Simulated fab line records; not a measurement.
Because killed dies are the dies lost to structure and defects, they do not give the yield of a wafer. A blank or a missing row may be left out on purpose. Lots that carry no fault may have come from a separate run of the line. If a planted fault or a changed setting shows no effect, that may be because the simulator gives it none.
fab line records	flow n5Finfet	part 1 of 2: steps 1 to 3 of 6
[record] lots = 19	wafers = 57	lastDay = 18
route steps=1938 shown MOL_CONTACT_COAG@616 BEOL_M0_SAQP@652
lots untouched by any fault: they come from a run of this same line in which no faults occurred
startH: hours from the record's first day to the start of the lot's first wafer shown	waitH: how many hours have passed since the lot's step before this one	" unchanged from the row above	L1.1+2: a single row standing in for several wafers	- either no value or no given start	* or withheld: withheld	< > ~ a bound
route shown NAME@n: NAME is a module with steps in the file, n the number in the route of the first one	usual: mean/standard deviation of fault-free wafers	same: alike in all rows	chamber/n: place in a boat	sites: each site's reading	_std_site: standard deviation across them	_edge_site: mean of outer sites minus mean of inner sites	radiusMm: for every site, how far away it sits from the centre of the wafer	mask NAME#n: copy n	behind: the last tool/chamber to shape the wafer	hold: reason for holding the lot/hours on hold/outcome of the hold	device: the n, p or np transistor that did not switch	end of line: tests run on the same wafers once the route is complete	where a step has no rows: the recipe by itself	killed: the dies lost at the first sort to structure and to defects; this is not the yield of the wafer	map: dies across one wafer; x = killed, . = not, _ = none there
set.NAME: the setting the step ran with; set.NAME@STEP: the setting that earlier step ran with	model.NAME: the simulator's own value behind a step, which no gauge read
a sample of lots followed through the steps of the route, with each step as a table and each wafer as a row
services: a tool's chamber out of use, with start hour (startH, from the record's first day; less than 0 if before it), hours out, and reason
[[steps]]
[step N5_MOL_CONTACT_COAG_ETCH_124]
[recipe] chemistry = CH3F/O2	target = SiNx	targetDepthA = 65	maskMaterial = SOC	stopOn = SiOC	overEtchFrac = 0.3	ionEnergyEv = 120	pressureMtorr = 30	sourceW = 395	biasW = 73	Ar_flow_sccm = 150	CH3F_flow_sccm = 30	O2_flow_sccm = 20	ends = endPoint
[usual] drypumpMotorCurrentA = 5.6/0.52	mfcArSccm = 149.9/0.4	oesProductAu = 0.71/0.055	rfVppV = 298/6	showerheadPlenumPTorr = 2.00/0.056	throttleValvePct = 16.25/0.23
lot.wafer	tool	chamber	startH	waitH	drypumpMotorCurrentA	mfcArSccm	oesProductAu	rfHoursCounterH	rfVppV	showerheadPlenumPTorr	throttleValvePct
L075.2	rieDiel-02	1	112.42	0.0	5.0	150.3	0.77	18	297	1.98	16.33
L075.4	"	3	"	"	5.4	150.1	0.68	125	295	2.09	16.35
L075.6	"	0	"	"	5.4	149.2	0.64	-	294	2.01	16.48
L076.2	rieDiel-02	2	114.79	0.0	5.1	149.9	0.82	6	285	1.96	16.35
L076.3	"	3	"	"	5.4	149.7	0.68	125	294	2.09	16.34
L076.5	"	3	"	"	5.4	150.6	0.68	-	295	2.09	16.35
L077.1	rieDiel-02	0	121.20	0.0	5.4	150.4	0.64	137	294	2.00	16.49
L077.2	"	2	"	"	5.1	150.0	0.80	9	286	1.96	16.35
L077.5	"	1	"	"	5.0	150.1	0.77	-	296	1.98	16.37
L079.3	rieDiel-03	0	139.39	0.0	5.4	149.2	0.72	63	304	2.10	15.74
L079.4	"	1	"	"	6.1	150.0	0.78	31	307	2.05	16.05
L079.5	"	2	"	"	5.6	150.2	0.76	-	294	2.05	15.90
L080.2	rieDiel-03	0	143.96	0.0	5.5	149.8	0.72	64	303	2.10	15.77
L080.5	"	2	"	"	5.6	150.4	0.76	-	295	2.05	15.90
L080.6	"	1	"	"	6.2	150.0	0.78	-	306	2.05	16.05
L081.2	rieDiel-02	2	148.05	0.0	5.1	149.9	0.79	18	285	1.96	16.36
L081.4	"	3	"	"	5.4	150.3	0.67	137	296	2.09	16.38
L081.5	"	1	"	"	5.1	150.4	0.75	-	297	1.97	16.38
L082.1	rieDiel-06	0	151.43	0.0	6.2	149.8	0.76	31	293	1.97	16.37
L082.3	"	1	"	"	4.8	149.5	0.64	155	307	1.92	16.44
L082.5	"	0	"	"	6.2	149.4	0.75	-	292	1.97	16.38
L083.1	rieDiel-02	3	154.84	0.0	5.4	150.8	0.67	139	294	2.09	16.38
L083.3	"	2	"	"	5.1	149.4	0.78	20	286	1.96	16.38
L083.4	"	0	"	"	5.4	150.9	0.63	148	294	2.00	16.49
L084.2	rieDiel-06	0	158.16	0.0	6.2	149.9	0.75	32	293	1.97	16.37
L084.4	"	1	"	"	4.8	150.0	0.64	157	307	1.92	16.45
L084.6	"	0	"	"	6.3	149.8	0.75	-	293	1.97	16.36
L085.1	rieDiel-06	1	167.03	0.0	4.9	149.3	0.64	160	306	1.92	16.44
L085.2	"	0	"	"	6.2	150.1	0.75	34	292	1.97	16.41
L085.6	"	2	"	"	5.4	149.9	0.71	-	298	1.94	16.29
L087.3	rieDiel-06	3	174.86	0.0	6.6	149.9	0.69	91	297	2.03	16.44
L087.4	"	0	"	"	6.2	150.3	0.75	36	291	1.97	16.38
L087.5	"	3	"	"	6.6	149.2	0.68	-	299	2.03	16.43
L088.2	rieDiel-03	2	187.76	0.0	5.6	149.8	0.73	34	294	2.04	15.93
L088.4	"	3	"	"	6.0	149.9	0.63	136	293	1.99	16.06
L088.5	"	2	"	"	5.6	150.2	0.74	-	293	2.04	15.94
L090.3	rieDiel-06	0	207.06	0.0	6.3	150.1	0.73	45	294	1.96	16.39
L090.4	"	3	"	"	6.6	150.2	0.67	100	297	2.02	16.46
L090.5	"	1	"	"	4.8	150.0	0.63	-	307	1.91	16.48
L092.1	rieDiel-06	2	208.17	0.0	5.4	149.8	0.70	104	297	1.94	16.34
L092.2	"	3	"	"	6.6	149.5	0.67	101	298	2.02	16.47
L092.3	"	1	"	"	4.8	149.8	0.63	172	307	1.91	16.49
L091.1	rieDiel-03	1	209.32	0.0	6.1	149.9	0.75	52	308	2.04	16.09
L091.2	"	3	"	"	6.0	149.4	0.63	142	295	1.99	16.04
L091.3	"	2	"	"	5.6	149.5	0.72	41	294	2.04	15.95
L093.2	rieDiel-03	2	215.64	0.0	5.6	149.4	0.73	42	294	2.04	15.95
L093.3	"	0	"	"	5.5	150.0	0.71	83	303	2.10	15.80
L093.4	"	1	"	"	6.1	149.5	0.75	53	309	2.04	16.09
L094.1	rieDiel-03	3	225.77	0.0	6.0	149.7	0.63	148	294	1.99	16.07
L094.5	"	3	"	"	6.0	149.1	0.63	-	294	1.99	16.07
L094.6	"	2	"	"	5.6	149.6	0.73	-	295	2.04	15.95
L095.2	rieDiel-06	0	239.58	0.0	6.2	149.7	0.71	57	293	1.96	16.43
L095.3	"	2	"	"	5.4	150.0	0.69	117	298	1.93	16.35
L095.4	"	0	"	"	6.2	150.3	0.72	-	293	1.96	16.45
L096.1	rieDiel-06	3	251.06	0.0	6.6	150.2	0.66	114	297	2.02	16.48
L096.2	"	1	"	"	4.9	150.9	0.61	188	306	1.91	16.50
L096.4	"	0	"	"	6.2	149.4	0.72	61	293	1.96	16.45
[step N5_MOL_CONTACT_COAG_STRIP_72]
[recipe] chemistry = N2/H2	powerW = 450	tempC = 40	pressureMtorr = 20	rfFrequencyHz = 6e+07	overashFraction = 3	biasPowerW = 7	h2Frac = 0.5	n2FlowSccm = 200	h2FlowSccm = 200
[usual] drypumpMotorCurrentA = 5.6/0.53	n2FlowSccm = 200.0/0.61	oesProductAu = 0.82/0.068	rfVppV = 59.0/2	showerheadPlenumPTorr = 2.53/0.077	throttleValvePct = 23.5/0.36
lot.wafer	tool	chamber	startH	waitH	drypumpMotorCurrentA	n2FlowSccm	oesProductAu	rfHoursCounterH	rfVppV	showerheadPlenumPTorr	throttleValvePct
L075.2	rieDiel-02	1	112.51	0.0	5.1	200.2	0.91	18	60.1	2.49	23.7
L075.4	"	3	"	"	5.4	199.8	0.80	125	56.4	2.65	23.4
L075.6	"	0	"	"	5.4	199.3	0.75	-	56.9	2.55	23.8
L076.2	rieDiel-02	2	114.88	0.0	5.1	199.8	0.96	6	59.7	2.50	24.2
L076.3	"	3	"	"	5.4	198.8	0.81	125	62.1	2.66	23.4
L076.5	"	3	"	"	5.4	200.3	0.81	-	60.8	2.66	23.4
L077.1	rieDiel-02	0	121.29	0.0	5.4	199.6	0.74	137	59.8	2.54	23.8
L077.2	"	2	"	"	5.1	200.6	0.96	9	58.7	2.50	24.1
L077.5	"	1	"	"	5.0	199.9	0.89	-	63.8	2.49	23.7
L079.3	rieDiel-03	0	139.49	0.0	5.5	200.7	0.85	63	57.4	2.68	22.9
L079.4	"	1	"	"	6.1	200.2	0.92	31	60.4	2.59	23.3
L079.5	"	2	"	"	5.6	199.7	0.91	-	59.6	2.58	22.9
L080.2	rieDiel-03	0	144.06	0.0	5.5	200.0	0.85	64	55.2	2.68	22.9
L080.5	"	2	"	"	5.6	199.8	0.89	-	60.5	2.58	23.0
L080.6	"	1	"	"	6.1	199.7	0.91	-	60.3	2.59	23.3
L081.2	rieDiel-02	2	148.14	0.0	5.2	199.6	0.92	18	57.9	2.49	24.2
L081.4	"	3	"	"	5.4	200.9	0.79	137	61.7	2.65	23.4
L081.5	"	1	"	"	5.1	200.0	0.87	-	58.5	2.49	23.7
L082.1	rieDiel-06	0	151.52	0.0	6.2	199.4	0.88	31	56.1	2.48	23.5
L082.3	"	1	"	"	4.9	199.9	0.75	155	61.8	2.42	23.6
L082.5	"	0	"	"	6.2	199.4	0.90	-	62.4	2.48	23.5
L083.1	rieDiel-02	3	154.93	0.0	5.4	199.6	0.80	139	57.7	2.65	23.5
L083.3	"	2	"	"	5.1	200.1	0.94	20	59.2	2.49	24.2
L083.4	"	0	"	"	5.4	199.2	0.72	148	58.2	2.54	23.9
L084.2	rieDiel-06	0	158.25	0.0	6.2	200.2	0.89	32	54.2	2.48	23.5
L084.4	"	1	"	"	4.9	200.1	0.75	157	58.8	2.42	23.6
L084.6	"	0	"	"	6.2	199.8	0.89	-	58.5	2.48	23.5
L085.1	rieDiel-06	1	167.12	0.0	4.9	200.0	0.75	160	59.2	2.42	23.6
L085.2	"	0	"	"	6.2	199.9	0.89	34	60.9	2.48	23.5
L085.6	"	2	"	"	5.4	199.7	0.81	-	57.8	2.45	23.3
L087.3	rieDiel-06	3	174.95	0.0	6.6	199.8	0.79	91	60.4	2.57	24.1
L087.4	"	0	"	"	6.3	200.1	0.86	36	61.3	2.48	23.5
L087.5	"	3	"	"	6.6	200.1	0.78	-	61.7	2.57	24.1
L088.2	rieDiel-03	2	187.85	0.0	5.6	199.9	0.88	34	60.1	2.58	23.0
L088.4	"	3	"	"	6.0	199.8	0.76	136	61.0	2.54	23.7
L088.5	"	2	"	"	5.6	199.9	0.88	-	60.3	2.58	22.9
L090.3	rieDiel-06	0	207.16	0.0	6.2	199.6	0.85	45	55.6	2.47	23.6
L090.4	"	3	"	"	6.6	200.4	0.79	100	56.0	2.57	24.1
L090.5	"	1	"	"	4.8	200.2	0.74	-	58.5	2.41	23.6
L092.1	rieDiel-06	2	208.27	0.0	5.4	200.1	0.79	104	60.8	2.45	23.4
L092.2	"	3	"	"	6.6	199.9	0.79	101	61.7	2.57	24.1
L092.3	"	1	"	"	4.9	199.9	0.72	172	55.3	2.41	23.6
L091.1	rieDiel-03	1	209.41	0.0	6.1	200.9	0.89	52	62.1	2.58	23.4
L091.2	"	3	"	"	6.0	199.4	0.76	142	57.6	2.53	23.7
L091.3	"	2	"	"	5.6	199.4	0.86	41	58.4	2.57	23.0
L093.2	rieDiel-03	2	215.73	0.0	5.6	200.5	0.86	42	59.0	2.57	23.0
L093.3	"	0	"	"	5.5	200.9	0.81	83	59.1	2.67	22.9
L093.4	"	1	"	"	6.2	199.7	0.88	53	57.0	2.58	23.4
L094.1	rieDiel-03	3	225.87	0.0	6.0	201.4	0.76	148	56.7	2.53	23.7
L094.5	"	3	"	"	6.0	201.3	0.75	-	60.1	2.53	23.7
L094.6	"	2	"	"	5.6	199.1	0.87	-	58.8	2.57	23.0
L095.2	rieDiel-06	0	239.67	0.0	6.2	201.1	0.86	57	57.3	2.47	23.6
L095.3	"	2	"	"	5.4	199.2	0.81	117	55.5	2.44	23.3
L095.4	"	0	"	"	6.3	200.2	0.86	-	58.1	2.47	23.5
L096.1	rieDiel-06	3	251.15	0.0	6.6	201.3	0.77	114	59.6	2.56	24.1
L096.2	"	1	"	"	4.9	200.1	0.70	188	64.0	2.40	23.7
L096.4	"	0	"	"	6.2	198.5	0.83	61	59.1	2.47	23.6
[step N5_BEOL_M0_SAQP_DESCUM_19]
[recipe] chemistry = O2	timeS = 7.9	sourcePowerW = 50	biasPowerW = 20	pressureMtorr = 20	rfFrequencyHz = 2.712e+07	tempC = 40	resist = CAR-ArF	o2FlowSccm = 225
[usual] drypumpMotorCurrentA = 5.6/0.31	oesProductAu = 0.76/0.084	rfVppV = 243.4/1.3	showerheadPlenumPTorr = 2.11/0.06	throttleValvePct = 20.41/0.21
lot.wafer	tool	chamber	startH	waitH	drypumpMotorCurrentA	oesProductAu	rfHoursCounterH	rfVppV	showerheadPlenumPTorr	throttleValvePct
L075.2	rieDiel-04	1	118.21	0.0	6.3	0.71	206	243.2	2.16	20.58
L075.4	"	2	"	"	6.2	0.94	8	242.8	2.07	19.90
L075.6	"	1	"	"	6.3	0.70	-	244.9	2.16	20.58
L076.2	rieDiel-05	3	121.08	0.0	5.6	0.69	198	242.4	2.09	20.55
L076.3	"	1	"	"	5.2	0.77	128	241.8	2.11	20.20
L076.5	"	1	"	"	5.2	0.77	-	244.3	2.11	20.21
L077.1	rieDiel-05	3	127.48	0.2	5.6	0.68	200	242.7	2.09	20.54
L077.2	"	0	"	"	5.4	0.95	7	245.6	2.24	20.38
L077.5	"	3	"	"	5.6	0.69	-	242.7	2.09	20.55
L079.3	rieDiel-05	2	146.83	0.0	5.9	0.72	205	242.1	2.08	20.44
L079.4	"	0	"	"	5.4	0.93	-	247.1	2.24	20.36
L079.5	"	3	"	"	5.6	0.69	-	243.1	2.09	20.56
L080.2	rieDiel-04	0	150.33	0.3	5.6	0.71	235	244.8	2.15	20.53
L080.5	"	3	"	"	5.9	0.70	-	243.3	2.14	20.51
L080.6	"	2	"	"	6.2	0.92	-	244.4	2.07	19.91
L081.2	rieDiel-05	1	153.61	0.1	5.2	0.75	138	243.6	2.11	20.22
L081.4	"	3	"	"	5.6	0.69	209	241.2	2.08	20.55
L081.5	"	0	"	"	5.4	0.92	-	245.3	2.24	20.38
L082.1	rieDiel-01	1	157.13	0.0	5.5	0.74	169	244.3	2.09	20.38
L082.3	"	3	"	"	5.7	0.74	136	241.9	2.01	20.29
L082.5	"	2	"	"	5.4	0.69	-	242.8	2.07	20.91
L083.1	rieDiel-01	2	161.89	0.0	5.4	0.69	237	243.6	2.07	20.91
L083.3	"	3	"	"	5.7	0.74	137	240.4	2.01	20.29
L083.4	"	1	"	"	5.5	0.73	171	244.4	2.09	20.38
L085.1	rieDiel-01	1	174.04	0.2	5.5	0.73	172	242.2	2.09	20.39
L085.2	"	2	"	"	5.4	0.69	239	241.5	2.07	20.90
L085.6	"	1	"	"	5.6	0.74	-	244.2	2.09	20.40
L084.2	rieDiel-05	2	174.12	0.0	5.9	0.71	211	241.2	2.08	20.45
L084.4	"	3	"	"	5.6	0.68	212	243.6	2.08	20.56
L084.6	"	1	"	"	5.2	0.75	-	243.2	2.11	20.23
L087.3	rieDiel-05	3	182.09	0.0	5.6	0.68	214	243.2	2.08	20.57
L087.4	"	2	"	"	5.8	0.71	213	242.4	2.08	20.46
L087.5	"	1	"	"	5.2	0.75	-	243.9	2.11	20.24
L088.2	rieDiel-05	2	193.32	0.0	5.9	0.71	216	241.8	2.08	20.45
L088.4	"	1	"	"	5.2	0.75	-	243.9	2.11	20.23
L088.5	"	2	"	"	5.8	0.71	-	241.8	2.08	20.45
L090.3	rieDiel-05	2	213.93	0.0	5.8	0.71	223	244.4	2.07	20.46
L090.4	"	0	"	"	5.4	0.89	32	245.4	2.23	20.41
L090.5	"	2	"	"	5.8	0.71	-	244.6	2.07	20.46
L092.1	rieDiel-04	1	217.46	0.0	6.3	0.68	237	244.2	2.15	20.65
L092.2	"	2	"	"	6.2	0.86	38	242.2	2.06	19.95
L092.3	"	3	"	"	5.9	0.94	4	245.5	2.13	20.15
L091.1	rieDiel-05	0	217.65	0.0	5.4	0.88	33	246.0	2.23	20.40
L091.2	"	1	"	"	5.2	0.73	155	244.4	2.10	20.24
L091.3	"	2	"	"	5.9	0.71	224	241.7	2.07	20.46
L093.2	rieDiel-04	3	221.47	0.2	5.9	0.94	6	244.5	2.13	20.15
L093.3	"	1	"	"	6.3	0.68	239	244.4	2.15	20.63
L093.4	"	1	"	"	6.3	0.68	-	243.9	2.15	20.65
L094.1	rieDiel-01	2	233.62	0.1	5.4	0.68	258	241.9	2.06	20.93
L094.5	"	1	"	"	5.5	0.73	-	242.3	2.08	20.42
L094.6	"	0	"	"	5.3	0.81	-	244.3	2.11	20.37
L095.2	rieDiel-05	2	246.15	0.2	5.9	0.70	233	244.0	2.07	20.48
L095.3	"	0	"	"	5.4	0.87	43	246.1	2.23	20.42
L095.4	"	3	"	"	5.6	0.66	231	241.7	2.08	20.57
L096.1	rieDiel-01	3	259.25	0.1	5.7	0.71	165	241.9	2.00	20.34
L096.2	"	0	"	"	5.3	0.79	86	243.8	2.11	20.37
L096.4	"	3	"	"	5.7	0.72	-	239.7	2.00	20.35
